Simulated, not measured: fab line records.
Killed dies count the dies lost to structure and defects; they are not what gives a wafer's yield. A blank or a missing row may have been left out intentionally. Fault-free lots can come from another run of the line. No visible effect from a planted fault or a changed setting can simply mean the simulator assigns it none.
fab line records	flow n5_finfet
record: lots: 7	wafers: 39
route steps=1938 shown PASSIVATION@1915
start_h: hours from the record's first day to the start of the lot's first wafer shown	wait_h: time in hours since the lot's previous step	" as in the row above	L1.1+2: several wafers, shown together as one row	- either no value or no given start	* or withheld: withheld	< > ~ a bound
route shown NAME@n: NAME is a module with steps in the file, n the number in the route of the first one	usual: average and standard deviation across the fault-free wafers	same: alike in all rows	chamber/n: place in a boat	sites: per-site readings	_std_site: how widely they spread, as a standard deviation	_edge_site: outer sites' mean less inner sites'	radius_mm: for every site, how far away it sits from the centre of the wafer	mask NAME#n: copy n	behind: the tool/chamber that last shaped the wafer	hold: cause of the lot's hold/its duration in hours/its outcome	device: which transistor (n, p or np) failed to switch	end of line: the tests these same wafers got at the end of their route	a step without rows: its recipe alone	killed: dies that structure and defects cost at the first sort, which is not the same as the wafer's yield	map: a wafer's dies, x killed, . not, _ none there
set.NAME: the setting the step ran with; set.NAME@STEP: the setting that earlier step ran with	model.NAME: the simulator's own value behind a step, which no gauge read
lots whose settings were changed on purpose; a table a step, a row a wafer
== steps ==
step: N5_PASSIVATION_PECVD_53
recipe: material: SiO2	target_thk_a: 8000	temp_c: 400	precursor: TEOS/O2	pressure_torr: 6.5	rf_w: withheld	teos_flow_sccm: withheld	gas: O2	flow_sccm: 2650	time_s: 169.4
lot.wafer	tool	chamber	start_h	wait_h	set.time_s	model.SiO2_of_PASSIVATION_PECVD_53.thk_nm
L083.1	pecvd-01	1	333.01	0.0	169.4	772.4
L083.2	"	2	"	"	169.4	793.4
L083.3	"	2	"	"	69.38	329.6
L083.4	"	1	"	"	169.4	794.4
L083.5	"	2	"	"	69.38	322.4
L083.6	"	1	"	"	69.38	320.2
L086.1	pecvd-01	0	349.05	0.0	169.4	786.2
L086.2	"	1	"	"	169.4	790.2
L086.3	"	2	"	"	169.4	798.2
L086.4	"	1	"	"	169.4	804.6
L086.5	"	0	"	"	169.4	802.6
L086.6	"	2	"	"	169.4	810.8
L089.1	pecvd-04	0	368.21	0.0	169.4	818.6
L089.2	"	2	"	"	169.4	799
L089.3	"	1	"	"	169.4	799.4
L089.4	"	0	"	"	169.4	825.2
L089.5	"	2	"	"	169.4	804.4
L089.6	"	1	"	"	169.4	803.8
L088.1+5	pecvd-01	2,1	392.88	0.0	266.5	1254
L088.2	"	1	"	"	169.4	797
L088.3	"	0	"	"	169.4	791.6
L088.4	"	2	"	"	169.4	811.2
L088.6	"	0	"	"	266.5	1264
L095.1	pecvd-04	2	393.45	0.0	169.4	784.8
L095.2	"	0	"	"	169.4	800
L095.3	"	1	"	"	105.7	493
L095.4	"	2	"	"	105.7	497.6
L095.5	"	0	"	"	105.7	508
L095.6	"	1	"	"	169.4	794.8
L094.1	pecvd-01	2	401.03	0.0	169.4	785.8
L094.2	"	0	"	"	169.4	777.4
L094.3	"	1	"	"	254.6	1176
L094.4	"	2	"	"	169.4	820.6
L094.5	"	1	"	"	254.6	1197
L094.6	"	0	"	"	254.6	1203
L097.2	pecvd-04	1	435.18	0.0	169.4	805.4
L097.3	"	2	"	"	169.4	796.6
L097.6	"	1	"	"	169.4	804
step: N5_PASSIVATION_PECVD_35
recipe: material: SiNx	target_thk_a: 7000	temp_c: 400	precursor: SiH4/NH3/N2	pressure_torr: 4.9	rf_w: 1406	time_s: 151.3
step: N5_PASSIVATION_HMDS_37
recipe: time_s: 60	temp_c: 120
step: N5_PASSIVATION_SRD_72
recipe: dry: ipa_marangoni	time_s: 30	temp_c: 23	rinse_liquid: diw
step: N5_PASSIVATION_ANNEAL_56
recipe: temp_c: 400	time_s: 1800	ambient: FGA	idle_temp_c: 300	ramp_up_c_per_min: 5	ramp_down_c_per_min: 3
step: N5_PASSIVATION_PROBE_49
usual: defect_limited_yield: 91.4/1.3	killed_at_M0_to_M3: 34/10	killed_at_M4_up: 14/5.6	killed_at_contacts: 13/5.9	killed_at_front_end: 37/9.9	killed_at_other: 3.5/2.8	killed_dies: 101/15	killed_open: 67/12	killed_short: 32/6.6	sort_bin_4_leakage: 0.00/0.014	sort_bin_5_function: 5.0/0.81	sort_bin_6_memory: 3.2/0.66	sort_bin_8_speed: 0.00/0.007	sort_n_pass: 1079/15
same: gross_dies: 1180	killed_at_back_side: 0
lot.wafer	tool	chamber	start_h	wait_h	set.time_s@PASSIVATION_PECVD_53	defect_limited_yield[%]	killed_at_M0_to_M3	killed_at_M4_up	killed_at_contacts	killed_at_front_end	killed_at_other	killed_dies	killed_open	killed_short	sort_bin_4_leakage[%]	sort_bin_5_function[%]	sort_bin_6_memory[%]	sort_bin_8_speed[%]	sort_n_pass
L083.1	prober-01	-	336.79	0.0	169.4	0	30	1095	15	40	0	1180	59	35	0.34	96.9	2.5	0	0
L083.2	prober-01	-	336.84	0.1	169.4	0	21	1119	9	28	3	1180	47	27	0	97.5	1.9	0	0
L083.3	prober-01	-	336.89	0.1	69.38	89.3	74	12	12	28	0	126	60	22	3.73	4.4	2.4	0	1054
L083.4	prober-01	-	336.94	0.2	169.4	90.3	17	10	17	67	3	114	66	40	0	6.1	2.5	0	1066
L083.5	prober-01	-	336.99	0.2	69.38	0	20	1100	12	47	1	1180	50	35	0.25	96.3	3.0	0	0
L083.6	prober-01	-	337.04	0.3	69.38	93.7	27	13	8	24	2	74	52	22	0	3.6	2.5	0	1106
L086.1	prober-01	-	352.87	0.0	169.4	89.1	35	41	16	34	3	129	72	28	0	5.6	2.7	2.20	1050
L086.2	prober-01	-	352.92	0.1	169.4	0.8	16	1098	16	38	2	1170	63	16	0	3.6	3.0	0.25	10
L086.3	prober-01	-	352.97	0.1	169.4	91.2	25	44	4	28	3	104	58	19	0	5.3	1.9	1.36	1076
L086.4	prober-01	-	353.02	0.2	169.4	92.5	20	16	10	38	5	89	60	26	0	5.0	2.3	0	1091
L086.5	prober-01	-	353.07	0.2	169.4	0.9	18	1110	6	33	2	1169	65	29	0	5.1	2.5	0	11
L086.6	prober-01	-	353.12	0.3	169.4	1.1	13	1089	7	55	3	1167	66	27	0	4.1	3.6	0	13
L089.1	prober-01	-	371.93	0.0	169.4	84.1	114	14	9	51	0	188	73	24	7.71	5.4	2.5	0	992
L089.2	prober-01	-	371.98	0.1	169.4	91.9	33	21	8	34	0	96	64	32	0.17	4.6	3.4	0	1082
L089.3	prober-01	-	372.03	0.1	169.4	0	46	1078	16	34	6	1180	65	44	0.42	95.4	3.8	0	0
L089.4	prober-01	-	372.08	0.2	169.4	91.5	22	10	15	53	0	100	70	29	0	5.0	3.2	0.08	1080
L089.5	prober-01	-	372.13	0.2	169.4	0.1	55	1053	21	45	5	1179	96	50	0	94.7	4.5	0	1
L089.6	prober-01	-	372.18	0.3	169.4	0	137	992	6	44	1	1180	58	37	8.22	88.9	2.5	0	0
L088.1	prober-02	-	396.56	0.0	266.5	0	30	9	14	39	1088	1180	69	29	0	96.6	3.1	0	0
L088.2	prober-02	-	396.61	0.1	169.4	92.1	27	14	13	30	9	93	64	28	0	5.4	2.4	0	1087
L088.3	prober-02	-	396.66	0.1	169.4	93.1	20	9	18	33	1	81	59	20	0	3.9	2.8	0	1099
L088.4	prober-02	-	396.71	0.2	169.4	90.5	38	13	9	51	1	112	78	33	0	5.7	3.5	0	1068
L088.5	prober-02	-	396.76	0.2	266.5	0	51	18	10	42	1059	1180	94	40	0	94.9	4.7	0	0
L088.6	prober-02	-	396.81	0.3	266.5	0	43	12	22	33	1070	1180	82	26	0	96.0	3.7	0	0
L095.1	prober-01	-	397.27	0.0	169.4	6.9	54	980	16	42	7	1099	101	32	0	6.0	4.7	0	81
L095.2	prober-01	-	397.32	0.1	169.4	86.6	52	67	4	29	6	158	86	31	0	5.7	4.4	3.90	1014
L095.3	prober-01	-	397.37	0.1	105.7	91.0	32	30	13	28	3	106	50	39	0	4.6	2.5	1.44	1074
L095.4	prober-01	-	397.42	0.2	105.7	90.9	50	15	6	33	3	107	76	29	0	5.6	3.3	0	1073
L095.5	prober-01	-	397.47	0.2	105.7	62.6	32	348	13	46	2	441	66	37	0	4.8	3.6	0	739
L095.6	prober-01	-	397.52	0.3	169.4	33.7	41	705	14	19	3	782	67	25	0	4.8	2.8	0	398
L094.1	prober-02	-	404.72	0.0	169.4	4.6	1061	9	8	43	5	1126	67	38	0	4.8	3.6	0	54
L094.2	prober-02	-	404.77	0.1	169.4	2.3	1082	8	9	50	4	1153	70	32	0	5.1	3.3	0	27
L094.3	prober-02	-	404.82	0.1	254.6	0	66	17	12	26	1059	1180	88	33	0	96.1	3.6	0	0
L094.4	prober-02	-	404.87	0.2	169.4	5.7	1054	14	8	31	6	1113	67	27	0	4.6	3.3	0	67
L094.5	prober-02	-	404.92	0.2	254.6	0	38	7	10	49	1076	1180	79	27	0	95.8	3.8	0	0
L094.6	prober-02	-	404.97	0.3	254.6	0	44	10	13	26	1087	1180	60	43	0	96.2	3.7	0	0
L097.2	prober-02	-	438.91	0.1	169.4	90.8	47	16	9	35	1	108	68	40	0	5.2	3.6	0	1072
L097.3	prober-02	-	438.96	0.1	169.4	91.1	41	14	11	37	2	105	70	35	0	5.5	2.8	0	1075
L097.6	prober-02	-	439.11	0.3	169.4	93.7	33	11	6	20	4	74	38	36	0	4.0	2.3	0	1106
killed by level:class
L083.1 BEOL_M7:area_etch=1082 MOL_CONTACT_COAG:geometric_particle:open=11 FIN_SAQP:geometric_particle:short=8 FIN_SAQP:geometric_particle:open=7 BEOL_M3:geometric_particle:open=7 BEOL_M4:geometric_particle:open=7 STARTING-WAFER:geometric_particle:open=5 GATE_CUT:geometric_particle:short=4
L083.2 BEOL_M7:area_etch=1106 BEOL_M1:geometric_particle:open=8 MOL_CONTACT_COAG:geometric_particle:open=7 BEOL_M4:geometric_particle:open=6 STI_FIN_REVEAL:geometric_particle:open=5 GATE_CUT:geometric_particle:short=5 STARTING-WAFER:geometric_particle:open=5 BEOL_M0_SAQP:geometric_particle:short=4
L083.3 M2:area_ald=44 BEOL_M1:geometric_particle:open=12 MOL_CONTACT_COAG:geometric_particle:open=10 FIN_SAQP:geometric_particle:short=9 DUMMY_GATE:geometric_particle:open=7 BEOL_M2:geometric_particle:open=7 BEOL_M0_SAQP:geometric_particle:open=4 GATE_CUT:geometric_particle:short=3
L083.4 STI_FIN_REVEAL:geometric_particle:open=12 MOL_CONTACT_COAG:geometric_particle:open=12 GATE_CUT:geometric_particle:short=10 DUMMY_GATE:geometric_particle:open=9 HKMG_FIN:area_etch=8 FIN_SAQP:geometric_particle:open=6 STARTING-WAFER:geometric_particle:open=6 MOL_CONTACT_COAG:geometric_particle:short=5
L083.5 BEOL_M7:area_etch=1091 FIN_SAQP:geometric_particle:short=18 FIN_SAQP:geometric_particle:open=11 MOL_CONTACT_COAG:geometric_particle:open=11 BEOL_M0_SAQP:geometric_particle:short=6 BEOL_M2:geometric_particle:open=5 BEOL_M4:geometric_particle:open=5 DUMMY_GATE:geometric_particle:open=4
L083.6 BEOL_M1:geometric_particle:open=8 MOL_CONTACT_COAG:geometric_particle:open=7 BEOL_M4:geometric_particle:open=7 BEOL_M2:geometric_particle:open=6 STI_FIN_REVEAL:geometric_particle:open=5 DUMMY_GATE:geometric_particle:open=5 BEOL_M1:geometric_particle:short=5 FIN_SAQP:geometric_particle:open=3
L086.1 BEOL_M9:area_ecd=25 MOL_CONTACT_COAG:geometric_particle:open=14 STI_FIN_REVEAL:geometric_particle:open=12 FIN_SAQP:geometric_particle:open=9 BEOL_M2:geometric_particle:open=7 BEOL_M4:geometric_particle:open=7 BEOL_M3:geometric_particle:short=5 BEOL_M1:geometric_particle:open=5
L086.2 BEOL_M7:area_dep=1087 MOL_CONTACT_COAG:geometric_particle:open=16 STI_FIN_REVEAL:geometric_particle:open=16 BEOL_M4:geometric_particle:open=7 FIN_SAQP:geometric_particle:short=5 FIN_SAQP:geometric_particle:open=5 STI_FIN_REVEAL:geometric_particle:short=4 BEOL_M3:geometric_particle:open=4
L086.3 BEOL_M9:area_ecd=16 BEOL_M0_SAQP:geometric_particle:open=13 BEOL_M5:geometric_particle:open=11 BEOL_M8:area_open=9 FIN_SAQP:geometric_particle:open=7 FIN_SAQP:geometric_particle:short=6 STI_FIN_REVEAL:geometric_particle:open=5 MOL_CONTACT_COAG:geometric_particle:open=4
L086.4 FIN_SAQP:geometric_particle:open=15 MOL_CONTACT_COAG:geometric_particle:open=8 FIN_SAQP:geometric_particle:short=7 BEOL_M5:geometric_particle:open=6 BEOL_M3:geometric_particle:open=5 BEOL_M4:geometric_particle:open=5 BEOL_M1:geometric_particle:open=3 BEOL_M2:geometric_particle:open=3
L086.5 BEOL_M7:area_dep=1075 BEOL_M4:geometric_particle:open=16 STI_FIN_REVEAL:geometric_particle:open=10 BEOL_M5:geometric_particle:open=9 DUMMY_GATE:geometric_particle:open=7 BEOL_M0_SAQP:geometric_particle:open=7 BEOL_M0_SAQP:geometric_particle:short=6 FIN_SAQP:geometric_particle:short=4
L086.6 BEOL_M7:area_dep=1072 FIN_SAQP:geometric_particle:open=18 STI_FIN_REVEAL:geometric_particle:open=13 FIN_SAQP:geometric_particle:short=8 BEOL_M4:geometric_particle:open=6 BEOL_M1:geometric_particle:open=5 MOL_CONTACT_COAG:geometric_particle:open=4 BEOL_M6:geometric_particle:open=4
L089.1 M2:area_ald=91 STI_FIN_REVEAL:geometric_particle:open=24 FIN_SAQP:geometric_particle:open=7 BEOL_M0_SAQP:geometric_particle:open=6 BEOL_M4:geometric_particle:open=6 STI_FIN_REVEAL:geometric_particle:short=5 MOL_CONTACT_COAG:geometric_particle:open=5 BEOL_M3:geometric_particle:open=4
L089.2 STI_FIN_REVEAL:geometric_particle:open=11 BEOL_M0_SAQP:geometric_particle:short=11 BEOL_M4:geometric_particle:open=7 MOL_CONTACT_COAG:geometric_particle:open=6 BEOL_M2:geometric_particle:open=6 BEOL_M3:geometric_particle:short=5 BEOL_M8:geometric_particle:open=5 BEOL_M0_SAQP:geometric_particle:open=4
L089.3 BEOL_M7:area_etch=1064 MOL_CONTACT_COAG:geometric_particle:open=14 BEOL_M0_SAQP:geometric_particle:short=11 BEOL_M0_SAQP:geometric_particle:open=8 BEOL_M3:geometric_particle:open=8 STI_FIN_REVEAL:geometric_particle:open=7 ILD0:geometric_particle:short=7 FIN_SAQP:geometric_particle:short=5
L089.4 STI_FIN_REVEAL:geometric_particle:open=13 MOL_CONTACT_COAG:geometric_particle:open=12 FIN_SAQP:geometric_particle:open=11 GATE_CUT:geometric_particle:open=6 BEOL_M1:geometric_particle:open=5 ILD0:geometric_particle:open=4 DUMMY_GATE:geometric_particle:open=4 ILD0:geometric_particle:short=4
L089.5 BEOL_M7:area_etch=1033 MOL_CONTACT_COAG:geometric_particle:open=18 STI_FIN_REVEAL:geometric_particle:open=12 BEOL_M1:geometric_particle:open=12 BEOL_M0_SAQP:geometric_particle:short=11 BEOL_M0_SAQP:geometric_particle:open=11 BEOL_M4:geometric_particle:open=9 BEOL_M3:geometric_particle:open=7
L089.6 BEOL_M7:area_etch=988 M2:area_ald=97 BEOL_M0_SAQP:geometric_particle:short=12 STI_FIN_REVEAL:geometric_particle:open=12 FIN_SAQP:geometric_particle:short=8 BEOL_M3:geometric_particle:open=7 BEOL_M0_SAQP:geometric_particle:open=7 FIN_SAQP:geometric_particle:open=4
L088.1 PASSIVATION:area_pecvd=1081 STI_FIN_REVEAL:geometric_particle:open=12 MOL_CONTACT_COAG:geometric_particle:open=12 BEOL_M0_SAQP:geometric_particle:open=10 BEOL_M0_SAQP:geometric_particle:short=7 FIN_SAQP:geometric_particle:open=4 BEOL_M1:geometric_particle:open=4 BEOL_M2:geometric_particle:open=4
L088.2 STI_FIN_REVEAL:geometric_particle:open=15 MOL_CONTACT_COAG:geometric_particle:open=12 BEOL_M3:geometric_particle:open=6 BEOL_M2:geometric_particle:open=5 PASS1_CAP:geometric_particle:short=5 BEOL_M0_SAQP:geometric_particle:open=4 DUMMY_GATE:geometric_particle:open=3 BEOL_M1:geometric_particle:short=3
L088.3 MOL_CONTACT_COAG:geometric_particle:open=16 STI_FIN_REVEAL:geometric_particle:open=12 BEOL_M1:geometric_particle:open=8 FIN_SAQP:geometric_particle:open=6 STI_FIN_REVEAL:geometric_particle:short=4 BEOL_M0_SAQP:geometric_particle:open=3 BEOL_M0_SAQP:geometric_particle:short=3 ILD0:geometric_particle:open=2
L088.4 STI_FIN_REVEAL:geometric_particle:open=17 BEOL_M0_SAQP:geometric_particle:open=9 BEOL_M2:geometric_particle:open=9 MOL_CONTACT_COAG:geometric_particle:open=7 BEOL_M1:geometric_particle:open=7 GATE_CUT:geometric_particle:short=5 BEOL_M0_SAQP:geometric_particle:short=5 STARTING-WAFER:geometric_particle:short=5
L088.5 PASSIVATION:area_pecvd=1046 STI_FIN_REVEAL:geometric_particle:open=15 BEOL_M0_SAQP:geometric_particle:open=11 BEOL_M0_SAQP:geometric_particle:short=10 BEOL_M1:geometric_particle:open=9 MOL_CONTACT_COAG:geometric_particle:open=9 BEOL_M4:geometric_particle:open=9 BEOL_M2:geometric_particle:open=8
L088.6 PASSIVATION:area_pecvd=1069 MOL_CONTACT_COAG:geometric_particle:open=16 BEOL_M1:geometric_particle:open=14 BEOL_M4:geometric_particle:open=8 BEOL_M0_SAQP:geometric_particle:open=8 STI_FIN_REVEAL:geometric_particle:open=6 MOL_CONTACT_COAG:geometric_particle:short=6 BEOL_M2:geometric_particle:open=6
L095.1 BEOL_M7:area_dep=966 MOL_CONTACT_COAG:geometric_particle:open=14 BEOL_M0_SAQP:geometric_particle:short=14 BEOL_M0_SAQP:geometric_particle:open=13 BEOL_M2:geometric_particle:open=13 DUMMY_GATE:geometric_particle:open=10 BEOL_M4:geometric_particle:open=10 STI_FIN_REVEAL:geometric_particle:open=9
L095.2 BEOL_M9:area_ecd=38 BEOL_M0_SAQP:geometric_particle:open=14 BEOL_M4:geometric_particle:open=13 BEOL_M0_SAQP:geometric_particle:short=10 BEOL_M0:geometric_particle:open=9 BEOL_M3:geometric_particle:open=9 FIN_SAQP:geometric_particle:open=5 STI_FIN_REVEAL:geometric_particle:open=5
L095.3 BEOL_M9:area_ecd=17 GATE_CUT:geometric_particle:short=9 BEOL_M0_SAQP:geometric_particle:short=8 BEOL_M4:geometric_particle:open=8 MOL_CONTACT_COAG:geometric_particle:open=7 MOL_CONTACT_COAG:geometric_particle:short=6 BEOL_M2:geometric_particle:open=5 BEOL_M0_SAQP:geometric_particle:open=4
L095.4 BEOL_M3:geometric_particle:open=11 BEOL_M0_SAQP:geometric_particle:open=10 BEOL_M0_SAQP:geometric_particle:short=8 BEOL_M4:geometric_particle:open=8 BEOL_M2:geometric_particle:open=8 FIN_SAQP:geometric_particle:open=7 STI_FIN_REVEAL:geometric_particle:open=5 GATE_CUT:geometric_particle:short=5
L095.5 BEOL_M7:area_dep=338 STI_FIN_REVEAL:geometric_particle:open=11 MOL_CONTACT_COAG:geometric_particle:open=10 BEOL_M0_SAQP:geometric_particle:short=8 BEOL_M0_SAQP:geometric_particle:open=7 FIN_SAQP:geometric_particle:open=6 GATE_CUT:geometric_particle:short=6 BEOL_M4:geometric_particle:open=6
L095.6 BEOL_M7:area_dep=689 MOL_CONTACT_COAG:geometric_particle:open=12 BEOL_M3:geometric_particle:open=12 BEOL_M0_SAQP:geometric_particle:open=11 BEOL_M0_SAQP:geometric_particle:short=8 BEOL_M4:geometric_particle:open=5 STARTING-WAFER:geometric_particle:open=5 FIN_SAQP:geometric_particle:open=3
L094.1 BEOL_M1:area_etch=1021 FIN_SAQP:geometric_particle:open=10 BEOL_M2:geometric_particle:open=8 SPACER0:geometric_particle:open=7 BEOL_M0_SAQP:geometric_particle:short=7 BEOL_M0_SAQP:geometric_particle:open=7 MOL_CONTACT_COAG:geometric_particle:open=6 BEOL_M3:geometric_particle:open=6
L094.2 BEOL_M1:area_etch=1048 STI_FIN_REVEAL:geometric_particle:open=15 FIN_SAQP:geometric_particle:open=11 BEOL_M2:geometric_particle:open=9 GATE_CUT:geometric_particle:short=8 BEOL_M3:geometric_particle:open=7 MOL_CONTACT_COAG:geometric_particle:open=6 BEOL_M3:geometric_particle:short=6
L094.3 PASSIVATION:area_pecvd=1056 BEOL_M0_SAQP:geometric_particle:open=18 BEOL_M0_SAQP:geometric_particle:short=16 BEOL_M2:geometric_particle:open=12 MOL_CONTACT_COAG:geometric_particle:open=10 BEOL_M4:geometric_particle:open=9 BEOL_M1:geometric_particle:open=8 FIN_SAQP:geometric_particle:open=6
L094.4 BEOL_M1:area_etch=1018 BEOL_M3:geometric_particle:open=16 MOL_CONTACT_COAG:geometric_particle:open=7 STI_FIN_REVEAL:geometric_particle:open=5 BEOL_M0_SAQP:geometric_particle:short=5 BEOL_M4:geometric_particle:open=5 BEOL_M1:geometric_particle:open=4 STARTING-WAFER:geometric_particle:open=4
L094.5 PASSIVATION:area_pecvd=1074 SPACER0:geometric_particle:open=13 FIN_SAQP:geometric_particle:open=11 BEOL_M3:geometric_particle:open=11 MOL_CONTACT_COAG:geometric_particle:open=7 DUMMY_GATE:geometric_particle:open=7 BEOL_M0:geometric_particle:open=6 BEOL_M0_SAQP:geometric_particle:open=5
L094.6 PASSIVATION:area_pecvd=1074 MOL_CONTACT_COAG:geometric_particle:open=12 BEOL_M0_SAQP:geometric_particle:short=11 BEOL_M3:geometric_particle:open=8 BEOL_M2:geometric_particle:open=7 BEOL_M0_SAQP:geometric_particle:open=6 GATE_CUT:geometric_particle:short=6 STI_FIN_REVEAL:geometric_particle:open=5
L097.2 BEOL_M0_SAQP:geometric_particle:open=21 BEOL_M0_SAQP:geometric_particle:short=15 FIN_SAQP:geometric_particle:short=8 STI_FIN_REVEAL:geometric_particle:open=7 FIN_SAQP:geometric_particle:open=6 MOL_CONTACT_COAG:geometric_particle:open=6 BEOL_M3:geometric_particle:open=4 BEOL_M2:geometric_particle:open=4
L097.3 BEOL_M0_SAQP:geometric_particle:open=16 BEOL_M0_SAQP:geometric_particle:short=13 MOL_CONTACT_COAG:geometric_particle:open=11 GATE_CUT:geometric_particle:short=8 STI_FIN_REVEAL:geometric_particle:open=7 FIN_SAQP:geometric_particle:open=6 BEOL_M2:geometric_particle:open=6 BEOL_M5:geometric_particle:open=6
L097.6 BEOL_M0_SAQP:geometric_particle:short=17 FIN_SAQP:geometric_particle:open=6 DUMMY_GATE:geometric_particle:open=5 BEOL_M1:geometric_particle:open=4 BEOL_M0_SAQP:geometric_particle:open=4 BEOL_M2:geometric_particle:open=4 GATE_CUT:geometric_particle:short=3 MOL_CONTACT_COAG:geometric_particle:short=3
== key ==
split: step: N5_PASSIVATION_PECVD_53	setting: time_s	stated: 169.4	by: wafer
response: step: N5_PASSIVATION_PECVD_53	reading: model.SiO2_of_PASSIVATION_PECVD_53.thk_nm	change: +7.89	per: 1%	r: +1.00
response: step: N5_PASSIVATION_PROBE_49	reading: killed_at_other	shape: bent	at_lowest: 1	at_stated: 3.1	at_highest: 1072.3
